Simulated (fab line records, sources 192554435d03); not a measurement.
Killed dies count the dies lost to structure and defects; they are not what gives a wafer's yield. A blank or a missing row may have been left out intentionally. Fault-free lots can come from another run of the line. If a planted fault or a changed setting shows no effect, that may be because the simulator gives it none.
Lot-split experiment || flow n5_finfet || 21 wafers read from 7 lots, route of 1938 steps

== THE SPLIT ITSELF ==
At N5_BEOL_M4_COAT_73 (time 60 s, resist thk 5 nm), the setting spin_rpm was moved away from the recipe's 1500 rpm on 7 of the 21 wafers read, by -8.7% to +5.4%. For the rest of the wafers, this setting stayed at what the recipe calls for.

== FROM THE SPLIT TO THE READING: what the file shows between them, 3 steps ==
- N5_BEOL_M4_COAT_05: resist thk 30 nm
- N5_BEOL_M4_EBR_07
- N5_BEOL_M4_DESCUM_16: chemistry O2, time 7 s

== THE READING ==
etch.depth_nm (the simulator's own value, which no gauge read), in nm, at N5_BEOL_M4_ETCH_74 (etches underlayer in N2/H2, target depth 6.5 nm, time 5.2 s). There is no usual value for it anywhere in the file. Here, 14 wafers ran the recipe; their average is 5.004 nm with a standard deviation of 0.0092 nm.

{"wafer": "L074.1", "tool, chamber at the split": "litho_track-01, 0", "spin_rpm as run, rpm": 1500, "against the recipe": "recipe", "etch.depth_nm, nm": 4.999, "against lot-mates on the recipe": "-"}
{"wafer": "L074.4", "tool, chamber at the split": "litho_track-01, 0", "spin_rpm as run, rpm": 1500, "against the recipe": "recipe", "etch.depth_nm, nm": 5.014, "against lot-mates on the recipe": "-"}
{"wafer": "L074.5", "tool, chamber at the split": "litho_track-01, 0", "spin_rpm as run, rpm": 1500, "against the recipe": "recipe", "etch.depth_nm, nm": 5.014, "against lot-mates on the recipe": "-"}
{"wafer": "L077.1", "tool, chamber at the split": "litho_track-05, 0", "spin_rpm as run, rpm": 1456, "against the recipe": "-2.9%", "etch.depth_nm, nm": 5.049, "against lot-mates on the recipe": "no lot-mate on the recipe"}
{"wafer": "L077.3", "tool, chamber at the split": "litho_track-05, 0", "spin_rpm as run, rpm": 1456, "against the recipe": "-2.9%", "etch.depth_nm, nm": 5.06, "against lot-mates on the recipe": "no lot-mate on the recipe"}
{"wafer": "L077.4", "tool, chamber at the split": "litho_track-05, 0", "spin_rpm as run, rpm": 1456, "against the recipe": "-2.9%", "etch.depth_nm, nm": 5.05, "against lot-mates on the recipe": "no lot-mate on the recipe"}
{"wafer": "L079.1", "tool, chamber at the split": "litho_track-05, 0", "spin_rpm as run, rpm": 1500, "against the recipe": "recipe", "etch.depth_nm, nm": 5.006, "against lot-mates on the recipe": "-"}
{"wafer": "L079.2", "tool, chamber at the split": "litho_track-05, 0", "spin_rpm as run, rpm": 1500, "against the recipe": "recipe", "etch.depth_nm, nm": 5.01, "against lot-mates on the recipe": "-"}
{"wafer": "L079.3", "tool, chamber at the split": "litho_track-05, 0", "spin_rpm as run, rpm": 1500, "against the recipe": "recipe", "etch.depth_nm, nm": 5.015, "against lot-mates on the recipe": "-"}
{"wafer": "L084.1", "tool, chamber at the split": "litho_track-05, 0", "spin_rpm as run, rpm": 1500, "against the recipe": "recipe", "etch.depth_nm, nm": 5.003, "against lot-mates on the recipe": "-"}
{"wafer": "L084.3", "tool, chamber at the split": "litho_track-05, 0", "spin_rpm as run, rpm": 1581, "against the recipe": "+5.4%", "etch.depth_nm, nm": 4.869, "against lot-mates on the recipe": -0.131}
{"wafer": "L084.6", "tool, chamber at the split": "litho_track-05, 0", "spin_rpm as run, rpm": 1500, "against the recipe": "recipe", "etch.depth_nm, nm": 4.997, "against lot-mates on the recipe": "-"}
{"wafer": "L085.2", "tool, chamber at the split": "litho_track-01, 0", "spin_rpm as run, rpm": 1500, "against the recipe": "recipe", "etch.depth_nm, nm": 4.982, "against lot-mates on the recipe": "-"}
{"wafer": "L085.4", "tool, chamber at the split": "litho_track-01, 0", "spin_rpm as run, rpm": 1370, "against the recipe": "-8.7%", "etch.depth_nm, nm": 5.2, "against lot-mates on the recipe": "+0.212"}
{"wafer": "L085.5", "tool, chamber at the split": "litho_track-01, 0", "spin_rpm as run, rpm": 1500, "against the recipe": "recipe", "etch.depth_nm, nm": 4.995, "against lot-mates on the recipe": "-"}
{"wafer": "L088.1", "tool, chamber at the split": "litho_track-05, 0", "spin_rpm as run, rpm": 1500, "against the recipe": "recipe", "etch.depth_nm, nm": 5.005, "against lot-mates on the recipe": "-"}
{"wafer": "L088.4", "tool, chamber at the split": "litho_track-05, 0", "spin_rpm as run, rpm": 1500, "against the recipe": "recipe", "etch.depth_nm, nm": 5.004, "against lot-mates on the recipe": "-"}
{"wafer": "L088.5", "tool, chamber at the split": "litho_track-05, 0", "spin_rpm as run, rpm": 1500, "against the recipe": "recipe", "etch.depth_nm, nm": 4.995, "against lot-mates on the recipe": "-"}
{"wafer": "L096.1", "tool, chamber at the split": "litho_track-04, 0", "spin_rpm as run, rpm": 1577, "against the recipe": "+5.1%", "etch.depth_nm, nm": 4.871, "against lot-mates on the recipe": -0.143}
{"wafer": "L096.3", "tool, chamber at the split": "litho_track-04, 0", "spin_rpm as run, rpm": 1500, "against the recipe": "recipe", "etch.depth_nm, nm": 5.014, "against lot-mates on the recipe": "-"}
{"wafer": "L096.6", "tool, chamber at the split": "litho_track-04, 0", "spin_rpm as run, rpm": 1577, "against the recipe": "+5.1%", "etch.depth_nm, nm": 4.883, "against lot-mates on the recipe": -0.131}

FIT RESULTS
A straight line over all 21 wafers: etch.depth_nm changes by -0.0228 nm for each +1% of spin_rpm; r = -0.99; the points scatter about the line by 0.011 nm.
The same after taking each lot's own level away (the mean of its wafers on the recipe; 18 wafers): -0.0251 nm for each +1%; r = -1.00; scatter 0.0061 nm.
Per that fit: largest spin_rpm move, reading shift of 0.22 nm.
The lots' own levels span 4.9885 to 5.0140 nm, that is 2.8 times the standard deviation above.
Hence the lot-to-lot level has little effect on the slope; both slopes agree.
Check: with one of the wafers moved furthest among these (-8.7%) left out of the fit, the line predicts +0.224 nm for it against its lot-mates. It came out at +0.212 nm against them.

== ADDITIONAL SPLITS CARRIED BY THESE WAFERS ==
Before the reading, these wafers also passed through other splits. Each is held against what the fit with the lots' levels taken away leaves over:
{"other split on the same wafers": "N5_BEOL_M3_COAT_76 spin_rpm", "wafers away from the commonest value": 3, "r with etch.depth_nm (lot level and that fit taken away)": -0.29}

== THE FILE'S OWN FIT ==
etch.depth_nm changes by -0.0248 nm for each +1% of spin_rpm, r = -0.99.
